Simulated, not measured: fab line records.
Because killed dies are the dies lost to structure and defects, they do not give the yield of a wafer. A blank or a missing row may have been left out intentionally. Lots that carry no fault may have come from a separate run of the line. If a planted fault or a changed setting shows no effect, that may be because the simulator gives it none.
Chamber matching :: flow nand_harc :: 4 sister chambers for NHARC_A_STAIRCASE_DESCUM_270 on rie_diel-02
The step chemistry O2, time 3 s. 14 wafers are shown with their chamber, then 7 later ones without.

== WAFERS PAIRED WITH THEIR CHAMBERS ==
wafer: L074.1
chamber: 3
showerhead_plenum_p_Torr (Torr): 1.91
drypump_motor_current_A (A): 6.6
oes_product_au (a.u.): 1.017

wafer: L074.3
chamber: 1
showerhead_plenum_p_Torr (Torr): 1.80
drypump_motor_current_A (A): 6.6
oes_product_au (a.u.): 0.987

wafer: L074.6
chamber: 1
showerhead_plenum_p_Torr (Torr): 1.80
drypump_motor_current_A (A): 6.6
oes_product_au (a.u.): 0.996

wafer: L076.4
chamber: 0
showerhead_plenum_p_Torr (Torr): 2.06
drypump_motor_current_A (A): 6.6
oes_product_au (a.u.): 1.004

wafer: L076.5
chamber: 3
showerhead_plenum_p_Torr (Torr): 1.91
drypump_motor_current_A (A): 6.7
oes_product_au (a.u.): 1.029

wafer: L076.6
chamber: 2
showerhead_plenum_p_Torr (Torr): 2.02
drypump_motor_current_A (A): 6.0
oes_product_au (a.u.): 1.000

wafer: L077.1
chamber: 0
showerhead_plenum_p_Torr (Torr): 2.06
drypump_motor_current_A (A): 6.7
oes_product_au (a.u.): 0.999

wafer: L077.5
chamber: 1
showerhead_plenum_p_Torr (Torr): 1.80
drypump_motor_current_A (A): 6.6
oes_product_au (a.u.): 0.994

wafer: L077.6
chamber: 0
showerhead_plenum_p_Torr (Torr): 2.06
drypump_motor_current_A (A): 6.6
oes_product_au (a.u.): 1.003

wafer: L083.2
chamber: 0
showerhead_plenum_p_Torr (Torr): 2.05
drypump_motor_current_A (A): 6.7
oes_product_au (a.u.): 1.010

wafer: L083.3
chamber: 2
showerhead_plenum_p_Torr (Torr): 2.02
drypump_motor_current_A (A): 6.0
oes_product_au (a.u.): 1.006

wafer: L083.6
chamber: 3
showerhead_plenum_p_Torr (Torr): 1.90
drypump_motor_current_A (A): 6.7
oes_product_au (a.u.): 1.017

wafer: L084.1
chamber: 3
showerhead_plenum_p_Torr (Torr): 1.90
drypump_motor_current_A (A): 6.7
oes_product_au (a.u.): 1.007

wafer: L084.5
chamber: 0
showerhead_plenum_p_Torr (Torr): 2.05
drypump_motor_current_A (A): 6.6
oes_product_au (a.u.): 1.001

SIGNATURES (means of the wafers above)
reading: showerhead_plenum_p_Torr
chamber 0: 2.0560
chamber 1: 1.8000
chamber 2: 2.0200
chamber 3: 1.9050
scatter within a chamber: 0.00469

reading: drypump_motor_current_A
chamber 0: 6.640
chamber 1: 6.600
chamber 2: 6.000
chamber 3: 6.675
scatter within a chamber: 0.0442

reading: oes_product_au
chamber 0: 1.00340
chamber 1: 0.99233
chamber 2: 1.00300
chamber 3: 1.01750
scatter within a chamber: 0.00612
Rule: for a wafer and a chamber, the distance is found by dividing, reading by reading, the gap between the wafer's reading and the chamber's mean by the reading's scatter, squaring, summing and taking the root. If the next closest chamber is less than 2 further off than the closest, the wafer can't be placed; otherwise it belongs to the closest. The scatter: take each reading less its chamber's mean, square it, sum over the shown wafers, divide by the number of wafers less the number of chambers, and take the root.

== WAFERS WITH NO CHAMBER GIVEN ==
wafer: L084.6
showerhead_plenum_p_Torr (Torr): 1.90
drypump_motor_current_A (A): 6.7
oes_product_au (a.u.): 1.022

wafer: L087.1
showerhead_plenum_p_Torr (Torr): 1.90
drypump_motor_current_A (A): 6.7
oes_product_au (a.u.): 1.022

wafer: L087.5
showerhead_plenum_p_Torr (Torr): 2.05
drypump_motor_current_A (A): 6.7
oes_product_au (a.u.): 1.011

wafer: L087.6
showerhead_plenum_p_Torr (Torr): 1.90
drypump_motor_current_A (A): 6.7
oes_product_au (a.u.): 1.030

wafer: L095.3
showerhead_plenum_p_Torr (Torr): 1.78
drypump_motor_current_A (A): 6.6
oes_product_au (a.u.): 0.997

wafer: L095.4
showerhead_plenum_p_Torr (Torr): 1.89
drypump_motor_current_A (A): 6.7
oes_product_au (a.u.): 0.993

wafer: L095.5
showerhead_plenum_p_Torr (Torr): 2.01
drypump_motor_current_A (A): 6.0
oes_product_au (a.u.): 0.994

== CHAMBER TAKEN BY EACH ==
wafer: L084.6
from the rows above: 3
in truth: 3

wafer: L087.1
from the rows above: 3
in truth: 3

wafer: L087.5
from the rows above: 0
in truth: 0

wafer: L087.6
from the rows above: 3
in truth: 3

wafer: L095.3
from the rows above: 1
in truth: 1

wafer: L095.4
from the rows above: 3
in truth: 3

wafer: L095.5
from the rows above: 2
in truth: 2
Correctly placed: 7 of 7. Left unplaced by these rows: 0. Number placed wrongly: 0.
